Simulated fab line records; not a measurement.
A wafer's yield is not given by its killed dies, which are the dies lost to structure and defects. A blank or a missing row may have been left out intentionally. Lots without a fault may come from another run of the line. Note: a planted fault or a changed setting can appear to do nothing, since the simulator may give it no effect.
Chamber matching -- flow nand_harc -- NHARC_A_BLC_DESCUM_15 on rie_diel-07 has 4 sister chambers
The step chemistry O2, time 3 s. 4 wafers are shown with their chamber, then 10 later ones without.

== EACH WAFER AND ITS CHAMBER ==
wafer,chamber,drypump_motor_current_A (A)
L084.1,1,6.1
L087.1,0,6.2
L088.1,2,5.8
L088.2,3,5.6

== WAFERS WITH NO CHAMBER GIVEN ==
wafer,drypump_motor_current_A (A)
L088.4,6.2
L089.2,6.2
L089.3,5.8
L089.5,6.2
L091.2,5.8
L091.4,6.2
L091.5,6.1
L094.1,6.2
L094.3,6.2
L094.5,5.5

== THE CHAMBER EACH PASSED THROUGH ==
wafer,from the rows above,in truth
L088.4,0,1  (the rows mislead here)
L089.2,0,0
L089.3,2,2
L089.5,0,0
L091.2,2,2
L091.4,0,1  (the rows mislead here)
L091.5,1,1
L094.1,0,0
L094.3,0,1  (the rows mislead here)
L094.5,3,3
Correctly placed: 7 of 10. Not placeable from these rows: 0. Wrongly placed: 3.
How it was worked out, from the rows above alone: a wafer's distance from a chamber is the root of the sum, over the readings, of the square of ((its reading less the chamber's mean) divided by the reading's scatter). If the next closest chamber is less than 2 further off than the closest, the wafer can't be placed; otherwise it belongs to the closest. The mean given for a chamber averages the wafers shown for that chamber. The scatter (one wafer shown for each chamber): square how far every hidden wafer sits from the nearest shown wafer, average those squares and take the square root.
